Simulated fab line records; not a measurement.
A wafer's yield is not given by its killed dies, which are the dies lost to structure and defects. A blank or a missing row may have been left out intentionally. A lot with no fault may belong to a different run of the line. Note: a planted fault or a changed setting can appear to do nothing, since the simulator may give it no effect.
A single fault, viewed from 2 desks | flow n5 finfet | numbers are kept per desk, each desk with only its own; the story behind them comes last

FROM THE METROLOGY DESK
Lot by lot, what the gauges showed, no matter which tool ran the lot: averages of those sampled wafers that carry a number. Any lot whose mean is over 4 standard deviations away from the usual mean is out of limits and marked OUT; that distance is given in the brackets. Only the readings that lie furthest out on some lot appear, 7 of the 11 it has.
Columns: A = DIBL_N at N5_BEOL_M4_RC_MEAS_101, usual 36.3 mV/V; B = DIBL_P at N5_BEOL_M4_RC_MEAS_101, usual 36.5 mV/V; C = IOFF_N at N5_BEOL_M4_RC_MEAS_101, usual 0.163 nA/um; D = IOFF_P at N5_BEOL_M4_RC_MEAS_101, usual 0.22 nA/um; E = SS_P at N5_BEOL_M4_RC_MEAS_101, usual 73.3 mV/dec; F = VT_N at N5_BEOL_M4_RC_MEAS_101, usual 249.3 mV; G = VT_P at N5_BEOL_M4_RC_MEAS_101, usual -250 mV
lot  | first seen here | A    | B    | C     | D    | E    | F     | G
L810 | day 7 09:29     | 37.9 | 37.6 | 0.176 | 0.25 | 74.1 | 248.6 | -246
L812 | day 7 12:35     | 34.4 | 35.9 | 0.158 | 0.19 | 73.7 | 249.2 | -251
L813 | day 7 14:19     | 37.1 | 37.2 | 0.165 | 0.23 | 73.2 | 248.0 | -249
L817 | day 9 00:42     | 34.2 | 35.3 | 0.135 | 0.17 | 72.5 | 250.5 | -252
L824 | day 10 15:10    | 35.3 | 35.7 | 0.142 | 0.18 | 73.1 | 251.4 | -254
L827 | day 11 00:14    | 36.4 | 35.2 | 0.150 | 0.20 | 72.8 | 248.6 | -251
L828 | day 11 11:31    | 34.2 | 34.0 | 0.125 | 0.21 | 72.6 | 255.6 | -247
L829 | day 11 14:14    | 36.4 | 39.6 | 0.174 | 0.24 | 73.1 | 248.5 | -248
L831 | day 11 21:56    | 35.5 | 36.2 | 0.159 | 0.21 | 73.6 | 250.7 | -250
Finding of this desk: none of the 9 lots has anything out of limits.

TOOL OWNER'S DESK, litho track-04
The tool's own readings at N5_BEOL_M2_COAT_68 (time 60 s, resist thk 12 nm): means of the sampled wafers that have a number, for each lot that ran on this tool. Any lot whose mean is over 4 standard deviations away from the usual mean is out of limits and marked OUT; that distance is given in the brackets.
Columns: A = plate temp C at N5_BEOL_M2_COAT_68, usual 220.00 C; B = spin speed rpm at N5_BEOL_M2_COAT_68, usual 1500.1 rpm
lot  | first seen here | A      | B
L812 | day 7 13:37     | 219.96 | 1500.7
L817 | day 9 01:26     | 219.90 | 1501.0
L824 | day 10 15:46    | 220.07 | 1500.5
L827 | day 11 01:04    | 220.04 | 1729.0 (+99 or more) OUT
L829 | day 11 15:49    | 220.01 | 1729.0 (+99 or more) OUT
This desk finds L827, L829 out of limits, L827 being first, at day 11 01:04 (spin speed rpm at N5_BEOL_M2_COAT_68). In limits: L812, L817, L824.

TAKEN TOGETHER
An alarm could have come from the tool owner's desk at day 11 01:04, on L827, L829.
From the metrology desk's view, nothing was out of limits.
The metrology desk has L827, L829 on record, within its limits.
Of the lots named, all ran N5_BEOL_M2_COAT_68 on litho track-04.

WHAT THE SIMULATOR PUT IN
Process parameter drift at N5_BEOL_M2_COAT_68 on litho track-04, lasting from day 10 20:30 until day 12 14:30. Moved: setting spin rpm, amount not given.
Shown lots that were struck: L827, L829.
Hours from the fault's start to each desk's first reading out of limits: the tool owner's desk, 5.
